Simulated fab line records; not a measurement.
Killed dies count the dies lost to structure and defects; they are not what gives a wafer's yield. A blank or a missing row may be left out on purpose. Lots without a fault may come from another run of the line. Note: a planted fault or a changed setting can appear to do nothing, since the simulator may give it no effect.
Split-lot study -- flow n5-finfet -- route with 1938 steps; 7 lots, 39 wafers read

## ABOUT THE SPLIT
At N5_BEOL_M11_CVD_75 (deposits Co from CCTBA/H2, target thk 2 nm, time 138.9 s), the setting target-thk-a was moved away from the recipe's 20 angstrom on 15 of the 39 wafers read, by -55.1% to -25.9%. All remaining wafers had this setting at the recipe value.

Reading taken at the split's own step.

## THE READING
Co_of_BEOL_M11_CVD_75.thk-nm (the simulator's own value, which no gauge read), in nm, at N5_BEOL_M11_CVD_75 (deposits Co from CCTBA/H2, target thk 2 nm, time 138.9 s). No usual value for it is given in the file. Here, 24 wafers ran the recipe; their average is 2.0 nm with a standard deviation of 0.13 nm.

wafer,"tool, chamber at the split","target-thk-a as run, angstrom",against the recipe,"Co_of_BEOL_M11_CVD_75.thk-nm, nm",against lot-mates on the recipe
L074.1,"cvd-co-01, 0",20,recipe,1.8,-
L074.2,"cvd-co-01, 2,0",9.81,-50.9%,0.8,-1.1
L074.5,"cvd-co-01, 2,0",9.81,-50.9%,0.8,-1.1
L074.3,"cvd-co-01, 1",9.81,-50.9%,1,-0.9
L074.4,"cvd-co-01, 2,1",20,recipe,2,-
L074.6,"cvd-co-01, 2,1",20,recipe,2,-
L076.1,"cvd-co-01, 2,1,0",12.36,-38.2%,1.2,-0.8
L076.3,"cvd-co-01, 2,1,0",12.36,-38.2%,1.2,-0.8
L076.4,"cvd-co-01, 2,1,0",12.36,-38.2%,1.2,-0.8
L076.2,"cvd-co-01, 0,1,2",20,recipe,2,-
L076.5,"cvd-co-01, 0,1,2",20,recipe,2,-
L076.6,"cvd-co-01, 0,1,2",20,recipe,2,-
L077.1,"cvd-co-01, 0,2,1,0",20,recipe,1.8,-
L077.2,"cvd-co-01, 0,2,1,0",20,recipe,1.8,-
L077.5,"cvd-co-01, 0,2,1,0",20,recipe,1.8,-
L077.6,"cvd-co-01, 0,2,1,0",20,recipe,1.8,-
L077.3,"cvd-co-01, 1,2",20,recipe,2,-
L077.4,"cvd-co-01, 1,2",20,recipe,2,-
L078.1,"cvd-co-01, 1,2,0",20,recipe,1.8,-
L078.2,"cvd-co-01, 1,2,0",20,recipe,1.8,-
L078.5,"cvd-co-01, 1,2,0",20,recipe,1.8,-
L091.1,"cvd-co-02, 2,0",20,recipe,2,-
L091.5,"cvd-co-02, 2,0",20,recipe,2,-
L091.2,"cvd-co-02, 0",20,recipe,1.8,-
L091.3,"cvd-co-02, 1",14.81,-25.9%,1.4,-0.5
L091.4,"cvd-co-02, 1,2",14.81,-25.9%,1.6,-0.3
L091.6,"cvd-co-02, 1,2",14.81,-25.9%,1.6,-0.3
L093.1,"cvd-co-02, 2",8.981,-55.1%,1,-1.0
L093.2,"cvd-co-02, 1",8.981,-55.1%,0.8,-1.2
L093.5,"cvd-co-02, 1",8.981,-55.1%,0.8,-1.2
L093.3,"cvd-co-02, 0,0,2",20,recipe,2,-
L093.4,"cvd-co-02, 0,0,2",20,recipe,2,-
L093.6,"cvd-co-02, 0,0,2",20,recipe,2,-
L095.1,"cvd-co-01, 2,1,1",20,recipe,2.2,-
L095.3,"cvd-co-01, 2,1,1",20,recipe,2.2,-
L095.4,"cvd-co-01, 2,1,1",20,recipe,2.2,-
L095.2,"cvd-co-01, 0",9.318,-53.4%,0.8,-1.4
L095.5,"cvd-co-01, 0",9.318,-53.4%,1,-1.2
L095.6,"cvd-co-01, 2",9.318,-53.4%,1.2,-1.0
The file does not say which wafer passed through which chamber wherever a row lists several chambers: such a row stands for several wafers.

THE FIT
A straight line over all 39 wafers: Co_of_BEOL_M11_CVD_75.thk-nm changes by +0.0194 nm for each +1% of target-thk-a; r = +0.96; the points scatter about the line by 0.13 nm.
The same after taking each lot's own level away (the mean of its wafers on the recipe; 39 wafers): +0.0211 nm for each +1%; r = +0.98; scatter 0.097 nm.
Per that fit: largest target-thk-a move, reading shift of 1.2 nm.
The span of the lots' own levels, 1.80 to 2.20 nm, comes to 3.0 times the standard deviation stated above.
Hence the lot-to-lot level has little effect on the slope; both slopes agree.
Check: with one of the wafers moved furthest among these (-55.1%) left out of the fit, the line predicts -1.17 nm for it against its lot-mates. Against them it came out at -1 nm.

## THESE WAFERS: OTHER SPLITS
These wafers also went through other splits before the reading. Each is held against what the fit with the lots' levels taken away leaves over:
other split on the same wafers,wafers away from the commonest value,r with Co_of_BEOL_M11_CVD_75.thk-nm (lot level and that fit taken away)
N5_BEOL_M11_ILD_DEP_00 target-thk-a,9,+0.09

## FILE'S OWN FIT
Co_of_BEOL_M11_CVD_75.thk-nm changes by +0.0209 nm for each +1% of target-thk-a, r = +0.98.
